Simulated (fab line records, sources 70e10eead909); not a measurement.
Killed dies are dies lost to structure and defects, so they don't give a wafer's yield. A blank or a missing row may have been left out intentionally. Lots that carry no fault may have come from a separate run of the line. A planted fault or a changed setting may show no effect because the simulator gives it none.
Which tool is to blame?	flow nand harc	Sampling: 12 lots, 36 wafers, 4 of 1159 route steps

## WHAT THE GAUGES SHOWED, per wafer
NHARC_P_GATE_CD_MEAS_46 targets a cd of 720 nm. Usual: cd nm reads 719.8 nm (standard deviation 1.4).
lot	measured	on	cd nm (nm)	flag
L211	day 5 06:50	cd sem-01	720.1 719.8 721.4	
L214	day 5 18:43	cd sem-02	719.2 721.1 718.5	
L215	day 6 05:27	cd sem-03	721.5 721.0 720.4	
L216	day 6 07:01	cd sem-02	718.0 718.5 718.5	
L217	day 6 22:50	cd sem-01	719.5 719.8 719.5	
L219	day 7 06:52	cd sem-01	723.0 721.1 720.2	
L221	day 7 18:56	cd sem-03	718.9 720.2 718.7	
L225	day 8 11:16	cd sem-01	718.7 721.7 719.5	
L224	day 8 16:46	cd sem-03	721.0 721.4 720.2	
L228	day 9 13:38	cd sem-03	720.0 721.9 720.2	
L234	day 10 17:49	cd sem-01	721.3 719.1 722.4	
L233	day 10 18:02	cd sem-01	718.9 719.4 718.5	

NHARC_P_GATE_CD_MEAS_59 targets a cd of 720 nm. Usual: cd nm reads 720.0 nm (standard deviation 1.4).
lot	measured	on	cd nm (nm)	flag
L211	day 5 09:53	cd sem-03	720.3 723.0 722.2	
L214	day 5 20:31	cd sem-03	718.4 718.8 718.4	
L215	day 6 07:04	cd sem-03	720.7 718.2 719.3	
L216	day 6 08:48	cd sem-03	718.4 719.0 719.8	
L217	day 7 00:36	cd sem-01	719.3 719.4 718.3	
L219	day 7 08:29	cd sem-02	719.6 721.3 719.3	
L221	day 7 20:44	cd sem-02	721.1 720.1 721.9	
L225	day 8 13:02	cd sem-03	711.7 713.5 712.0	OFF
L224	day 8 18:44	cd sem-01	722.5 722.5 721.5	
L228	day 9 15:33	cd sem-01	711.2 712.1 711.6	OFF
L234	day 10 19:28	cd sem-02	722.8 721.1 722.9	
L233	day 10 19:49	cd sem-02	720.2 721.4 721.8	

## WHAT TOOL EACH LOT RAN ON (gives the tool, then ch and the chambers of the sampled wafers, and finally the start)
lot	NHARC_P_GATE_ETCH_32	NHARC_P_GATE_PEB_57
L211	rie si-01 ch 0,2,3, day 4 19:35	litho track-03 ch 0, day 5 09:47
L214	rie si-05 ch 0,1,3, day 5 07:18	litho track-03 ch 0, day 5 20:25
L215	rie si-02 ch 1,2,3, day 5 18:01	litho track-05 ch 0, day 6 06:59
L216	rie si-02 ch 0,1,3, day 5 19:14	litho track-05 ch 0, day 6 08:43
L217	rie si-02 ch 0,2,3, day 6 11:18	litho track-03 ch 0, day 7 00:31
L219	rie si-05 ch 0,1,2, day 6 19:38	litho track-05 ch 0, day 7 08:24
L221	rie si-02 ch 0,1,2, day 7 07:40	litho track-05 ch 0, day 7 20:38
L225	rie si-05 ch 0,1, day 7 23:42	litho track-05 ch 0, day 8 12:57
L224	rie si-02 ch 0,1,3, day 8 00:07	litho track-03 ch 0, day 8 18:38
L228	rie si-01 ch 0,1,3, day 9 02:10	litho track-05 ch 0, day 9 15:27
L234	rie si-02 ch 0,2,3, day 10 06:26	litho track-03 ch 0, day 10 19:22
L233	rie si-01 ch 1,2,3, day 10 06:35	litho track-03 ch 0, day 10 19:44
- NHARC_P_GATE_ETCH_32: etches the open film in HBr/Cl2, target depth 150 nm, time 100.1 s.
- NHARC_P_GATE_PEB_57: peb time 85 s.

## AS READ BY THE TOOLS THEMSELVES (means over the sampled wafers that have a number; for cases with no such wafer, the mark the record gives instead)
NHARC_P_GATE_ETCH_32. Usual: drypump motor current A 5.9 A, standard deviation 0.4; oes product au 0.999 a.u., standard deviation 0.0073; throttle valve pct 26.406 %, standard deviation 0.009.
lot	tool	drypump motor current A (A)	oes product au (a.u.)	throttle valve pct (%)	flag
L211	rie si-01	5.5	1.003	26.407	
L214	rie si-05	5.9	1.005	26.411	
L215	rie si-02	6.0	0.997	26.409	
L216	rie si-02	6.2	0.995	26.401	
L217	rie si-02	6.1	0.995	26.411	
L219	rie si-05	6.1	0.997	26.404	
L221	rie si-02	6.1	0.993	26.416	
L225	rie si-05	5.7	0.998	26.407	
L224	rie si-02	6.2	0.998	26.407	
L228	rie si-01	5.4	1.007	26.401	
L234	rie si-02	6.1	0.994	26.405	
L233	rie si-01	5.5	0.996	26.405	

NHARC_P_GATE_PEB_57. Usual: heater power total W 164.00 W, standard deviation 0.26; plate temp C 118.02 C, standard deviation 0.14.
lot	tool	heater power total W (W)	plate temp C (C)	flag
L211	litho track-03	164.25	117.91	
L214	litho track-03	163.93	117.94	
L215	litho track-05	163.97	118.09	
L216	litho track-05	163.79	117.99	
L217	litho track-03	163.89	118.25	
L219	litho track-05	164.20	117.99	
L221	litho track-05	163.77	117.90	
L225	litho track-05	157.48	114.49	OFF
L224	litho track-03	163.95	118.11	
L228	litho track-05	157.45	114.53	OFF
L234	litho track-03	164.09	118.04	
L233	litho track-03	163.88	118.09	

## THE ANSWER, worked out from the rows above alone
Rule: a lot is off if the mean of its wafers that have a number lies more than 3 standard deviations from the usual mean. Also off: a lot with no number at a reading for which 4 or more lots have one. All remaining lots with rows at the step are treated as sound. First the gauges in route order, then the tools' own readings, where a lot's mean is used as printed above. At the first step where some lot is off, the reading lying furthest off is the one used; lots without a number count as furthest.
Off at NHARC_P_GATE_CD_MEAS_59 (cd nm): L225, L228.
A tool fits if, at a process step before that reading, it ran every lot that is off, and no sound lot after the first of them. The gauges at NHARC_P_GATE_CD_MEAS_59 aren't tried: what is off there is off at NHARC_P_GATE_PEB_57 too, on other tools, and a gauge's error can't cause that. One candidate fits, namely litho track-05 at NHARC_P_GATE_PEB_57. Its last sound lot is L221 (day 7 20:38), its first lot that is off L225 (day 8 12:57): a fault that began between those two fits.
The tool's own readings at NHARC_P_GATE_PEB_57 bear it out: on the lots that are off they differ by more than 5 times the standard deviation of the sound lots' means. heater power total W reads 157.46 W there against 163.97 W on the sound lots; plate temp C reads 114.51 C there against 118.03 C on the sound lots.

## WHAT WAS PUT IN BY THE SIMULATOR
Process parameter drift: litho track-05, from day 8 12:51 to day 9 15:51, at NHARC_P_GATE_PEB_57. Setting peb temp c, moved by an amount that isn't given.
Struck lots among those shown: L225, L228. The rule above reached the same finding.
